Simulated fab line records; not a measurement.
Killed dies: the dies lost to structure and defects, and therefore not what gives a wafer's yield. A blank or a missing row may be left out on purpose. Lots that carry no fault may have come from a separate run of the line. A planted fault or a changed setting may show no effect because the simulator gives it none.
fab line records | flow n5_finfet
record: lots: 3 wafers: 9 last_day: 18
route steps=1938 shown DUMMY_REMOVAL@377 HKMG_FIN@385 BEOL_M4@1111 PASSIVATION@1936
lots that met no fault: from a run of the same line without faults
start_h: hours from the record's opening day to when the first of the lot's shown wafers began | wait_h: time in hours since the lot's previous step | " repeats the value in the row above | L1.1+2: several wafers, shown together as one row | - either no value or no given start | * or withheld: withheld | < > ~ a bound
route shown NAME@n: a module of which the file shows steps, and the number in the route of the first | usual: mean/standard deviation of fault-free wafers | same: alike in all rows | chamber/n: place in a boat | sites: readings site by site | _std_site: the standard deviation of these | _edge_site: outer sites' mean less inner sites' | radius_mm: for every site, how far away it sits from the centre of the wafer | mask NAME#n: copy n | behind: the last tool/chamber to shape the wafer | hold: what put the lot on hold/how long, in hours/how the hold closed | device: names the non-switching transistor (n, p or np) | end of line: at the end of the route, the tests of the same wafers | for a step that has no rows: nothing shown but its recipe | killed: at the first sort, the dies lost to defects and structure; wafer yield is something else | map: per-die view of a wafer (x killed, . not killed, _ where there is no die)
set.NAME: the setting that was run; set.NAME@STEP: the one run at that earlier step | model.NAME: the simulator's own value behind a step, which no gauge read
certain route steps with their lots: each step a table, each wafer a row
services: when a tool's chamber went out of use (start_h, in hours from the record's first day, below 0 if earlier), for how many hours, and the reason
== steps ==
step: N5_DUMMY_REMOVAL_HM_STRIP_01
recipe: chemistry: CH3F/O2 material: SiNx target_depth_a: 40 stop_on: poly-Si time_s: 6.8 over_etch_frac: 0.3 ion_energy_ev: 60 power_w: 410 bias_w: 29 Ar_flow_sccm: 150 CH3F_flow_sccm: 30 O2_flow_sccm: 20
step: N5_DUMMY_REMOVAL_STRIP_10
recipe: chemistry: N2/H2 time_s: 40 power_w: 100 temp_c: 40 pressure_mtorr: 100 rf_frequency_hz: 6e+07 bias_power_w: 3 n2_flow_sccm: 300 h2_flow_sccm: 300
step: N5_DUMMY_REMOVAL_PRECLEAN_07
recipe: chemistry: dHF time_s: 30 temp_c: 25 dilution: withheld
step: N5_DUMMY_REMOVAL_DUMMY_REMOVE_02
recipe: chemistry: TMAH temp_c: 70 target: poly-Si stop_on: SiO2 target_depth_nm: 142 conc_wt_pct: 5 time_s: 57 dry: ipa_marangoni rinse_time_s: 30 rinse_temp_c: 23
step: N5_DUMMY_REMOVAL_PRECLEAN_08
recipe: chemistry: NF3:NH3 afs_cycles: 2 temp_c: 30 time_s: 20 sublimation_temp_c: 180 sublimation_time_s: 60 pressure_torr: 3 rf_power_w: 30
step: N5_DUMMY_REMOVAL_PRECLEAN_04
recipe: chemistry: DHF time_s: 37 temp_c: 25 dilution: 500:1
step: N5_DUMMY_REMOVAL_SRD_05
recipe: dry: ipa_marangoni do_ppb: 5 time_s: 30 temp_c: 23 rinse_liquid: diw
step: N5_HKMG_FIN_IL_REGROW_00
recipe: material: SiO2 target_thk_a: 7.5 chemistry: O3 temp_c: withheld time_s: 30
step: N5_HKMG_FIN_HK_ALD_01
recipe: material: HfO2 target_thk_a: 16 temp_c: withheld ald_precursor_family: HfCl4 ald_co_reactant: H2O pulse_time_s: 3 purge_time_s: 3 co_reactant_purge_time_s: 2.5 co_reactant_pulse_time_s: 0.3 ald_cycles: 30
step: N5_HKMG_FIN_HK_ANNEAL_02
recipe: temp_c: 700 time_s: 30 ambient: N2 idle_temp_c: 600 ramp_up_c_per_s: 150 ramp_down_c_per_s: 60 cool_to_c: 600
step: N5_HKMG_FIN_ALD_74
recipe: material: La2O3 target_thk_a: 5 temp_c: 250 ald_precursor_family: La-Cp ald_co_reactant: O3 pulse_time_s: 6 co_reactant_pulse_time_s: 1 purge_time_s: 3 co_reactant_purge_time_s: 3
usual: heater_power_w: 365/29 precursor_pulse_height_rel: 1.001/0.018
columns lot.wafer tool chamber start_h wait_h heater_power_w precursor_pulse_height_rel
L228.3 ald_hk-01 1 70.76 0.1 337 0.987
L228.4 " 3 " " 358 0.968
L228.5 " 2 " " 323 1.017
L248.1 ald_hk-01 2 191.99 0.2 334 0.994
L248.2 " 0 " " 377 1.014
L248.5 " 0 " " 372 0.987
L251.1 ald_hk-02 1 208.88 0.2 391 1.063
L251.2 " 3 " " 380 0.981
L251.4 " 2 " " 344 0.991
step: N5_HKMG_FIN_ALD_75
recipe: material: Al2O3 target_thk_a: 10 temp_c: 150 ald_precursor_family: TMA ald_co_reactant: H2O pulse_time_s: withheld co_reactant_pulse_time_s: 1
step: N5_HKMG_FIN_COAT_41
recipe: resist: SOC temp_c: 250 time_s: 60 spin_rpm: 1500 resist_thk_nm: 300
step: N5_HKMG_FIN_COAT_42
recipe: resist: SiARC temp_c: 220 time_s: 60 spin_rpm: 1500 resist_thk_nm: 35
step: N5_HKMG_FIN_COAT_43
recipe: resist: CAR-ArF spin_rpm: 1500 resist_thk_nm: 90
step: N5_HKMG_FIN_EBR_45
recipe: solvent: PGMEA ebr_width_mm: 1.5
step: N5_HKMG_FIN_SOFTBAKE_44
recipe: temp_c: 110 time_s: 60 resist: CAR-ArF
step: N5_HKMG_FIN_EXPOSE_46
recipe: mask_id: NDIPOLE na: 1.35 source_shape: conventional sigma_outer: 0.8 polarization: unpolarized dose_mj: 40
step: N5_HKMG_FIN_PEB_47
recipe: peb_temp_c: withheld peb_time_s: 60 resist: CAR-ArF
step: N5_HKMG_FIN_DEVELOP_48
recipe: develop_time_s: 30 developer: TMAH resist: CAR-ArF rinse_liquid: diw dry: air_spin dev_temp_c: 23
step: N5_HKMG_FIN_DESCUM_53
recipe: chemistry: O2 time_s: 7.9 source_power_w: 50 bias_power_w: 20 pressure_mtorr: 20 rf_frequency_hz: 2.712e+07 temp_c: 40 resist: CAR-ArF o2_flow_sccm: 225
step: N5_HKMG_FIN_ETCH_54
recipe: chemistry: CF4 target: SiARC target_depth_a: 455 mask_material: CAR-ArF time_s: 75.8 ion_energy_ev: 80 pressure_mtorr: 40 source_w: 545 bias_w: 36 Ar_flow_sccm: 100 cf4_flow_sccm: 100 ends: cleared
step: N5_HKMG_FIN_ETCH_55
recipe: chemistry: N2/H2 target: SOC target_depth_a: 2400 temp_c: 40 time_s: 300 ion_energy_ev: 200 mask_material: SiARC pressure_mtorr: 30 source_w: 840 bias_w: 150 n2_flow_sccm: 200 h2_flow_sccm: 200
step: N5_HKMG_FIN_STRIP_56
recipe: chemistry: N2/H2 temp_c: 40 n2_flow_sccm: 200 h2_flow_sccm: 200 rf_frequency_hz: 6e+07
step: N5_HKMG_FIN_STRIP_57
recipe: chemistry: CF4 resist: SiARC power_w: 300 bias_power_w: 75 pressure_mtorr: 50 cf4_flow_sccm: 150 rf_frequency_hz: 6e+07
step: N5_HKMG_FIN_ETCH_58
recipe: chemistry: N2/H2 target: SOC target_depth_a: 2158 ion_energy_ev: 50 bias_w: 13 time_s: 741 pressure_mtorr: 30 source_w: 875 n2_flow_sccm: 200 h2_flow_sccm: 200
step: N5_HKMG_FIN_STRIP_93
recipe: chemistry: N2/H2 material: SOC time_s: 20 power_w: 500 temp_c: 40 pressure_mtorr: 50 rf_frequency_hz: 6e+07 bias_power_w: 8 h2_frac: 0.5 n2_flow_sccm: 300 h2_flow_sccm: 300
step: N5_HKMG_FIN_WET_ETCH_76
recipe: chemistry: dNH4OH mix: 1:50 temp_c: 25 target: Al2O3 stop_on: La2O3 target_depth_nm: 2.25 dry: ipa_marangoni rinse_time_s: 30 rinse_temp_c: 23
step: N5_HKMG_FIN_STRIP_60
recipe: chemistry: N2/H2 power_w: 2500 temp_c: 300 h2_frac: 0.65 time_s: 360 pressure_mtorr: withheld n2_flow_sccm: 1750 h2_flow_sccm: 3250
step: N5_HKMG_FIN_WET_ETCH_77
recipe: chemistry: dHCl mix: 1:10000 temp_c: 25 target: La2O3 stop_on: HfO2 target_depth_nm: 2
step: N5_HKMG_FIN_WET_ETCH_78
recipe: chemistry: dNH4OH mix: 1:50 temp_c: 25 target: Al2O3 stop_on: La2O3 target_depth_nm: 4.5 dry: ipa_marangoni rinse_time_s: 30 rinse_temp_c: 23
step: N5_HKMG_FIN_ALD_79
recipe: material: TiN target_thk_a: 15 temp_c: 400 ald_precursor_family: TiCl4 ald_co_reactant: NH3 pulse_time_s: 1 purge_time_s: 3 co_reactant_purge_time_s: 2 co_reactant_pulse_time_s: 2 ald_cycles: 68 pressure_torr: 3
step: N5_HKMG_FIN_CVD_62
recipe: material: a-Si target_thk_a: 30 temp_c: 500 precursor: Si2H6 pressure_torr: 1 time_s: 20.8
step: N5_HKMG_FIN_RTA_80
recipe: temp_c: withheld time_s: 2 ambient: N2 idle_temp_c: 600 ramp_up_c_per_s: 150 ramp_down_c_per_s: 60 cool_to_c: 600
step: N5_HKMG_FIN_PRECLEAN_64
recipe: chemistry: dHF time_s: 30 temp_c: 25 dilution: withheld
step: N5_HKMG_FIN_WET_ETCH_65
recipe: chemistry: TMAH temp_c: 70 conc_wt_pct: 5 target: a-Si stop_on: TiN time_s: 49 target_depth_nm: 3
step: N5_HKMG_FIN_WET_ETCH_81
recipe: chemistry: SC1 target: TiN stop_on: HfO2 mix: 1:1:5 temp_c: 60 time_s: 57 target_depth_nm: 6
step: N5_BEOL_M4_RC_MEAS_101
usual: DIBL_N: 36.0/1.4 DIBL_P: 36.1/1.4 IOFF_N: 0.153/0.02 IOFF_P: 0.211/0.026 IOFF_P_85C: 3.7/0.39 IOFF_P_LIN: 0.101/0.01 IOFF_P_LONG: 0.000107/8.3e-06 ION_N: 673/8.7 ION_P: 463/6.7 SS_N: 71.5/0.5 SS_P: 73.3/0.54 VT_N: 250.1/2.4 VT_N_LVT: 98.6/2.4 VT_P: -250.2/2.9 VT_P_LONG: -275.1/2.5
columns lot.wafer tool chamber start_h wait_h DIBL_N[mV/V] DIBL_P[mV/V] IOFF_N[nA/um] IOFF_P[nA/um] IOFF_P_85C[nA/um] IOFF_P_LIN[nA/um] IOFF_P_LONG[nA/um] ION_N[uA/um] ION_P[uA/um] SS_N[mV/dec] SS_P[mV/dec] VT_N[mV] VT_N_LVT[mV] VT_P[mV] VT_P_LONG[mV]
L228.3 prober-02 0 180.82 0.3 36.3 37.8 0.170 0.253 4.2 0.114 0.000117 683 475 71.2 73.8 247.7 95.1 -246.8 -275.0
L228.4 " 0 " " 34.4 34.7 0.137 0.206 3.5 0.099 0.000114 671 467 70.9 72.8 251.5 97.6 -247.3 -275.3
L228.5 " 0 " " 34.2 34.9 0.133 0.196 3.4 0.094 0.000112 670 473 71.3 72.8 251.0 97.4 -250.0 -275.6
L248.1 prober-01 0 299.46 0.0 37.8 39.0 0.179 0.240 4.1 0.114 0.000109 688 467 72.2 73.9 245.8 96.9 -249.0 -276.6
L248.2 " 0 " " 36.4 36.6 0.149 3.202 35.8 1.566 0.001365 678 563 72.0 73.2 250.5 177.7 -173.4 -197.1
L248.5 " 0 " " 36.5 37.8 0.152 0.210 3.7 0.104 0.000108 670 465 71.7 73.0 252.1 100.7 -251.6 -274.1
L251.1 prober-01 0 327.24 0.0 36.1 37.4 0.167 0.220 3.9 0.103 9.7e-05 667 460 73.2 73.8 250.3 98.5 -251.3 -276.8
L251.2 " 0 " " 34.8 36.1 0.144 0.194 3.4 0.097 9.9e-05 676 459 71.3 73.4 251.6 99.9 -253.8 -277.8
L251.4 " 0 " " 34.5 35.5 0.140 0.181 3.3 0.091 9.4e-05 673 452 71.8 73.1 251.0 101.0 -251.5 -277.3
step: N5_PASSIVATION_PROBE_49
usual: defect_limited_yield: 91.2/1.4 killed_at_M0_to_M3: 34/9.7 killed_at_M4_up: 14/5.2 killed_at_contacts: 13/6.7 killed_at_front_end: 39/11 killed_at_other: 3.6/2.6 killed_dies: 104/17 killed_open: 69/12 killed_short: 34/8.2 sort_bin_4_leakage: 0/0 sort_bin_5_function: 5.3/0.89 sort_bin_6_memory: 3.2/0.69 sort_n_pass: 1076/17 sort_yield_pct: 91.2/1.4
same: gross_dies: 1180 killed_at_back_side: 0 sort_bin_8_speed[%]: 0
columns lot.wafer tool chamber start_h wait_h defect_limited_yield[%] killed_at_M0_to_M3 killed_at_M4_up killed_at_contacts killed_at_front_end killed_at_other killed_dies killed_open killed_short sort_bin_4_leakage[%] sort_bin_5_function[%] sort_bin_6_memory[%] sort_n_pass sort_yield_pct[%]
L228.3 prober-02 - 283.07 0.1 91.3 19 12 15 53 4 103 73 30 0 5.5 3.1 1077 91.3
L228.4 prober-02 - 283.12 0.2 91.3 32 12 15 38 6 103 61 42 0 4.9 3.3 1077 91.3
L228.5 prober-02 - 283.17 0.2 93.1 21 7 9 37 7 81 53 28 0 4.5 2.1 1099 93.1
L248.1 prober-02 - 414.09 0.0 91.0 23 13 9 61 0 106 63 42 0 4.6 3.9 1074 91.0
L248.2 prober-02 - 414.14 0.1 89.8 46 13 22 37 2 120 80 40 89.83 5.9 4.0 0 0
L248.5 prober-02 - 414.29 0.2 91.4 28 13 14 45 2 102 80 21 0 5.8 2.6 1078 91.4
L251.1 prober-01 - 427.06 0.0 94.2 25 15 7 19 2 68 52 15 0 2.9 2.7 1112 94.2
L251.2 prober-01 - 427.11 0.1 91.7 27 22 6 42 1 98 72 25 0 5.0 3.0 1082 91.7
L251.4 prober-01 - 427.21 0.2 90.3 23 27 8 53 3 114 85 28 0 5.3 4.2 1066 90.3
killed by level:class
L228.3 FIN_SAQP:geometric_particle:open=22 MOL_CONTACT_COAG:geometric_particle:open=14 FIN_SAQP:geometric_particle:short=11 BEOL_M4:geometric_particle:open=8 STI_FIN_REVEAL:geometric_particle:open=6 BEOL_M2:geometric_particle:short=5 GATE_CUT:geometric_particle:open=4 BEOL_M1:geometric_particle:open=4
L228.4 MOL_CONTACT_COAG:geometric_particle:open=12 FIN_SAQP:geometric_particle:open=9 BEOL_M0_SAQP:geometric_particle:short=9 GATE_CUT:geometric_particle:short=6 BEOL_M0_SAQP:geometric_particle:open=6 BEOL_M1:geometric_particle:open=6 FIN_SAQP:geometric_particle:short=5 STI_FIN_REVEAL:geometric_particle:short=4
L228.5 BEOL_M1:geometric_particle:open=9 STI_FIN_REVEAL:geometric_particle:open=8 MOL_CONTACT_COAG:geometric_particle:open=7 FIN_SAQP:geometric_particle:open=5 GATE_CUT:geometric_particle:short=5 FIN_SAQP:geometric_particle:short=4 BEOL_M4:geometric_particle:open=4 DUMMY_GATE:geometric_particle:open=3
L248.1 STI_FIN_REVEAL:geometric_particle:open=18 BEOL_M4:geometric_particle:open=8 MOL_CONTACT_COAG:geometric_particle:open=7 FIN_SAQP:geometric_particle:open=6 FIN_SAQP:geometric_particle:short=6 STI_FIN_REVEAL:geometric_particle:short=6 DUMMY_GATE:geometric_particle:open=6 STARTING-WAFER:geometric_particle:short=6
L248.2 MOL_CONTACT_COAG:geometric_particle:open=15 BEOL_M2:geometric_particle:open=12 FIN_SAQP:geometric_particle:short=8 STI_FIN_REVEAL:geometric_particle:open=7 MOL_CONTACT_COAG:geometric_particle:short=7 BEOL_M0_SAQP:geometric_particle:open=7 FIN_SAQP:geometric_particle:open=6 GATE_CUT:geometric_particle:short=5
L248.5 STI_FIN_REVEAL:geometric_particle:open=17 DUMMY_GATE:geometric_particle:open=12 MOL_CONTACT_COAG:geometric_particle:open=11 BEOL_M0_SAQP:geometric_particle:open=8 BEOL_M4:geometric_particle:open=7 BEOL_M2:geometric_particle:open=6 GATE_CUT:geometric_particle:short=5 BEOL_M3:geometric_particle:open=4
L251.1 MOL_CONTACT_COAG:geometric_particle:open=7 BEOL_M2:geometric_particle:open=6 FIN_SAQP:geometric_particle:open=5 STI_FIN_REVEAL:geometric_particle:open=5 STARTING-WAFER:geometric_particle:open=5 BEOL_M4:geometric_particle:open=4 BEOL_M1:geometric_particle:open=4 BEOL_M3:geometric_particle:open=4
L251.2 FIN_SAQP:geometric_particle:open=16 BEOL_M3:geometric_particle:open=11 BEOL_M4:geometric_particle:open=10 STI_FIN_REVEAL:geometric_particle:open=8 BEOL_M0_SAQP:geometric_particle:open=7 STARTING-WAFER:geometric_particle:short=6 MOL_CONTACT_COAG:geometric_particle:open=4 STI_FIN_REVEAL:geometric_particle:short=3
L251.4 STI_FIN_REVEAL:geometric_particle:open=16 FIN_SAQP:geometric_particle:open=12 BEOL_M4:geometric_particle:open=12 BEOL_M2:geometric_particle:open=8 MOL_CONTACT_COAG:geometric_particle:open=6 STARTING-WAFER:geometric_particle:short=5 GATE_CUT:geometric_particle:short=4 BEOL_M0_SAQP:geometric_particle:open=4
map L248.2 (x killed, . not)
_________________..x.........________________
______________.................._____________
___________.......x..x......x......__________
__________.....x...................._________
________...x.............x............_______
_______.xx......x...x.x..x.............______
______..........................xxx....x_____
_____............x....x.............x....____
____..x.........x.................x.......___
___............x....x.........x...........x__
___.....................x...xx.....xx..x...__
__......x........x....x....................._
__.............x.......xx..............x...._
_..............x...x.......x.............x...
_.....xx...............x.x..x.............xxx
_.x.x.......................x................
_............x..........x.................x..
_....x...............x...............x.......
_...............x...............x............
_..................x..x...........x......x.x.
_x....x....x.x..............................x
__...........x...................x........x._
__...x.....................xx..............._
___..x..........x...x.....x...xx.....x.....__
___...........x..........x......x.....x....__
____x........x...................x........___
_____....x.....x.........................____
______.....xx....x.....x...x.......x.x.._____
_______x...xx.............x.x..........______
________............x.........x.x....._______
__________x........x..........x....._________
___________x.......x.....x.......x.__________
______________.x................_____________
_________________........x..x________________
map L228.3 (x killed, . not)
_________________......x.x...________________
______________....xx............_____________
___________................x....x.x__________
__________............x..........x.x_________
________..........x............x......_______
_______.x........x..x...x......x.......______
______......x.........................x._____
_____....x....................x..........____
____.....................x......x.........___
___................x...........x.....x.....__
___...x.............xx.........x...........__
__...................x....xx................_
__.....x.x..........x.....xx......x.....x..._
_.........x...x.....x...x.x.........x....x...
_..xx.....................x..x..............x
_....x...............x...x..x...x......x....x
_...........................x................
_x............x..........x.................x.
_...x..............x............x............
_.....................x......................
_.........................x..................
__.x...x.....................x.......x......_
__....xx.......x..........x................._
___...............x........x...x...........__
___...............x..............x.........__
____........................x..........x..___
_____..x...................x.............____
______...x.....x.........x.......xx....x_____
_______..x....x...x...............x....______
________.............x.......x........_______
__________...................x......_________
___________............xx..........__________
______________..........x......._____________
_________________..x.........________________
== services ==
columns tool chamber start_h hours kind
ald_hk-02 - 188.08 2.8 pm
== key ==
first_sign: step: N5_BEOL_M4_RC_MEAS_101 reading: IOFF_P_LONG direction: up sigmas: 99+ usual: 0.000107 struck: 0.001365
effect: step: N5_BEOL_M4_RC_MEAS_101 reading: IOFF_P_LIN direction: up sigmas: 99+ usual: 0.101 struck: 1.566
effect: step: N5_BEOL_M4_RC_MEAS_101 reading: IOFF_P direction: up sigmas: 99+ usual: 0.211 struck: 3.202
effect: step: N5_BEOL_M4_RC_MEAS_101 reading: IOFF_P_85C direction: up sigmas: 82 usual: 3.7 struck: 35.8
effect: step: N5_BEOL_M4_RC_MEAS_101 reading: VT_N_LVT direction: up sigmas: 33 usual: 98.6 struck: 177.7
effect: step: N5_BEOL_M4_RC_MEAS_101 reading: VT_P_LONG direction: up sigmas: 31 usual: -275.1 struck: -197.1
effect: step: N5_BEOL_M4_RC_MEAS_101 reading: VT_P direction: up sigmas: 26 usual: -250.2 struck: -173.4
effect: step: N5_BEOL_M4_RC_MEAS_101 reading: ION_P direction: up sigmas: 15 usual: 463 struck: 563
effect: step: N5_PASSIVATION_PROBE_49 reading: sort_bin_4_leakage direction: up sigmas: 99+ usual: 0 struck: 89.83
met_at N5_HKMG_FIN_ALD_74
struck_wafers L248.2
onset_between 70.76 191.99
fault: kind: process_parameter_drift tool: ald_hk-01 chamber: - onset_h: 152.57 steps: N5_HKMG_FIN_ALD_74 channel: target_thk_a offset: * shape: step end_h: 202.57 scope: struck_wafers_only acts_in: * stated: *
